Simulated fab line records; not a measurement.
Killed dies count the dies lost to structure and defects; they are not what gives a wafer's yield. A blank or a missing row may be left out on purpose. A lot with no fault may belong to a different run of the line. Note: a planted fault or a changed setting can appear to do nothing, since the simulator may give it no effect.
Comparing a struck lot with a sound one | flow n5_finfet | 28 out of 1938 route steps
Sound: wafers L829.3, L829.4, L829.5. Struck: wafers L821.1, L821.5. (L821.4 of the same lot was not struck and is left out.) The cause comes at the end.
Per side, at each step with rows, come the tool, then ch with its chambers, and then its first start. Under that, the readings that differ: sound wafers | struck wafers | difference of the means | sigmas: that difference in standard deviations of wafers without a fault.
alike: a reading whose means differ by less than 2 such deviations, as well as words and numbers matching on both sides. not compared: withheld readings; readings where some wafer has no value; bounds like >300 that might hide an equal value; numbers whose values overlap and for which the record gives no deviation.
A row with sigmas, a row that says differs or no value, or rows on one side alone: a step with any of these is where the two part. When numbers do not overlap yet have no deviation, they are printed without sigmas and do not part them. A reading that every wafer of one side lacks parts them only if that side has two wafers or more.

first, 9 steps without rows for these wafers: N5_BEOL_M0_SAQP_EXPOSE_37 (exposes mask M0 CUT1, target cd 30 nm); N5_BEOL_M0_SAQP_PEB_38 (peb time 60 s); N5_BEOL_M0_SAQP_DEVELOP_39 (develop time 30 s); N5_BEOL_M0_SAQP_DESCUM_45 (chemistry O2, time 7 s); N5_BEOL_M0_SAQP_ETCH_88 (etches underlayer in N2/H2, target depth 6.5 nm, time 5.2 s); N5_BEOL_M0_SAQP_ETCH_73 (etches SiARC in CF4, target depth 19.5 nm, time 32.5 s); N5_BEOL_M0_SAQP_CUT_ETCH_46 (etches SOC in N2/H2, target depth 135 nm, overetch 27 nm, time 202.5 s); N5_BEOL_M0_SAQP_STRIP_74 (strips in N2/H2); N5_BEOL_M0_SAQP_STRIP_89 (strips in N2/H2).
N5_BEOL_M0_SAQP_ALD_48: deposits SiO2, target thk 20 nm, pulse time 1 s, co reactant pulse time 1 s.
  sound on ald_sin-02 ch 0,2,3, day 11 19:19; struck on ald_sin-01 ch 2,3, day 9 07:34
  reading                                       | sound       | struck    | difference | sigmas
  ald_cycles                                    | 139 139 139 | 95 95     | -44        |
  model.SiO2_of_BEOL_M0_SAQP_ALD_48.thk_nm (nm) | 20 20 20    | 13.6 13.6 | -6.4       |
  alike: heater_power_w, precursor_pulse_height_rel
then, 15 steps without rows for these wafers: N5_BEOL_M0_SAQP_ETCH_49 (etches SiO2 in CF4/O2, target depth 37 nm); N5_BEOL_M0_SAQP_STRIP_75 (strips in CF4); N5_BEOL_M0_CUTY_COAT_50 (time 60 s, resist thk 15 nm); N5_BEOL_M0_CUTY_COAT_51 (resist thk 150 nm); N5_BEOL_M0_CUTY_EBR_52; N5_BEOL_M0_CUTY_SOFTBAKE_53 (time 60 s); N5_BEOL_M0_CUTY_EXPOSE_54 (exposes mask M0 ABLK); N5_BEOL_M0_CUTY_PEB_55 (peb time 60 s); N5_BEOL_M0_CUTY_DEVELOP_56 (develop time 30 s); N5_BEOL_M0_CUTY_DESCUM_61 (chemistry O2, time 7.9 s); N5_BEOL_M0_CUTY_ETCH_62 (etches SiARC in CF4, time 58.5 s); N5_BEOL_M0_CUTY_ETCH_63 (etches SOC in N2/H2, target depth 82.7 nm, overetch 16.5 nm, time 124 s); N5_BEOL_M0_CUTY_STRIP_64 (strips in N2/H2); N5_BEOL_M0_ETCH_138 (etches SiCN in CH3F/O2, target depth 12 nm, time 31.6 s); N5_BEOL_M0_HM_OPEN_105 (chemistry Cl2/BCl3, target TiN, target depth 12 nm).
N5_BEOL_M0_STRIP_140: strips in CF4.
  sound on rie_diel-05 ch 0,1,2, day 12 00:56; struck on rie_diel-05 ch 0,3, day 9 11:51
  reading                                       | sound        | struck  | difference | sigmas
  model.SiO2_of_BEOL_M0_SAQP_ALD_48.thk_nm (nm) | 11.6 11.2 11 | 7.8 7.2 | -3.8       |
  alike: drypump_motor_current_A, oes_product_au, rf_vpp_V, showerhead_plenum_p_Torr, throttle_valve_pct
  not compared: rf_hours_counter_h
then, 1 step without rows for these wafers: N5_BEOL_M0_STRIP_104 (strips in N2/H2).
-- the record jumps here: 4 days lie between the struck wafers' starts before and after (it left off in module BEOL_M0 and takes up again in module BEOL_M4, whose first step shown is number 1111 of the route) --
N5_BEOL_M4_RC_MEAS_101:
  sound on prober-01 ch 0, day 16 09:44; struck on prober-01 ch 0, day 13 07:44
  alike: DIBL_N, DIBL_P, IOFF_N, IOFF_P, ION_N, ION_P, SS_N, SS_P, VT_N, VT_P

## WHERE THEY PART
Nowhere in this record.

WHY: the cause the simulator had injected
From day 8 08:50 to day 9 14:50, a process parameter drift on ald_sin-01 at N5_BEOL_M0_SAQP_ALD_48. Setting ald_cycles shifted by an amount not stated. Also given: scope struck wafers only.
